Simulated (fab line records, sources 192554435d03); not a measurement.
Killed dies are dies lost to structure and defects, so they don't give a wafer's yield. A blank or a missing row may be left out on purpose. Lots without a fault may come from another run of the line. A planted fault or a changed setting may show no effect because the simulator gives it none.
Chamber matching | flow n5_finfet | N5_BEOL_M7_STRIP_36 on rie_diel-01: 4 sister chambers
The step strips in N2/H2. 18 wafers are shown with their chamber, then 9 later ones without.

WAFERS WITH THEIR CHAMBER
wafer  | chamber | showerhead_plenum_p_Torr (Torr) | throttle_valve_pct (%) | oes_product_au (a.u.)
L079.4 | 2       | 2.60                            | 23.6                   | 0.88
L079.5 | 1       | 2.45                            | 23.8                   | 0.75
L079.6 | 2       | 2.60                            | 23.6                   | 0.89
L084.2 | 1       | 2.44                            | 23.8                   | 0.76
L084.3 | 0       | 2.34                            | 24.0                   | 0.76
L084.6 | 0       | 2.34                            | 24.0                   | 0.77
L082.4 | 3       | 2.63                            | 24.3                   | 0.76
L082.5 | 1       | 2.44                            | 23.9                   | 0.76
L082.6 | 2       | 2.60                            | 23.6                   | 0.86
L080.1 | 3       | 2.63                            | 24.3                   | 0.76
L080.5 | 3       | 2.63                            | 24.3                   | 0.75
L080.6 | 0       | 2.34                            | 24.0                   | 0.76
L083.1 | 1       | 2.44                            | 23.9                   | 0.75
L083.4 | 3       | 2.63                            | 24.3                   | 0.75
L083.5 | 3       | 2.63                            | 24.3                   | 0.75
L091.2 | 1       | 2.44                            | 23.9                   | 0.74
L091.3 | 0       | 2.34                            | 24.0                   | 0.74
L091.4 | 2       | 2.59                            | 23.6                   | 0.85

SIGNATURES (means of the wafers above)
reading                  | chamber 0 | chamber 1 | chamber 2 | chamber 3 | scatter within a chamber
showerhead_plenum_p_Torr | 2.3400    | 2.4420    | 2.5975    | 2.6300    | 0.00333
throttle_valve_pct       | 24.000    | 23.860    | 23.600    | 24.300    | 0.0293
oes_product_au           | 0.7575    | 0.7520    | 0.8700    | 0.7540    | 0.0116
Rule: a wafer's distance from a chamber is the root of the sum, over the readings, of the square of ((its reading less the chamber's mean) divided by the reading's scatter). The wafer belongs to the nearest chamber; if the next one is less than 2 further off, it can't be placed. The scatter: the root of (the sum of the squares of (reading less its chamber's mean) over the shown wafers, divided by (wafers less chambers)).

WAFERS WITHOUT THEIR CHAMBER
wafer  | showerhead_plenum_p_Torr (Torr) | throttle_valve_pct (%) | oes_product_au (a.u.)
L086.3 | 2.33                            | 24.0                   | 0.73
L086.4 | 2.59                            | 23.6                   | 0.85
L086.5 | 2.44                            | 23.9                   | 0.74
L092.2 | 2.43                            | 23.9                   | 0.75
L092.5 | 2.63                            | 24.3                   | 0.73
L092.6 | 2.33                            | 24.0                   | 0.74
L097.3 | 2.43                            | 23.9                   | 0.74
L097.4 | 2.59                            | 23.6                   | 0.83
L097.6 | 2.43                            | 23.9                   | 0.73

WHICH CHAMBER EACH WENT THROUGH
wafer  | from the rows above | in truth
L086.3 | 0                   | 0
L086.4 | 2                   | 2
L086.5 | 1                   | 1
L092.2 | 1                   | 1
L092.5 | 3                   | 3
L092.6 | 0                   | 0
L097.3 | 1                   | 1
L097.4 | 2                   | 2
L097.6 | 1                   | 1
Placed correctly: 9 of 9. Can't be placed from these rows: 0. Placed wrongly: 0.
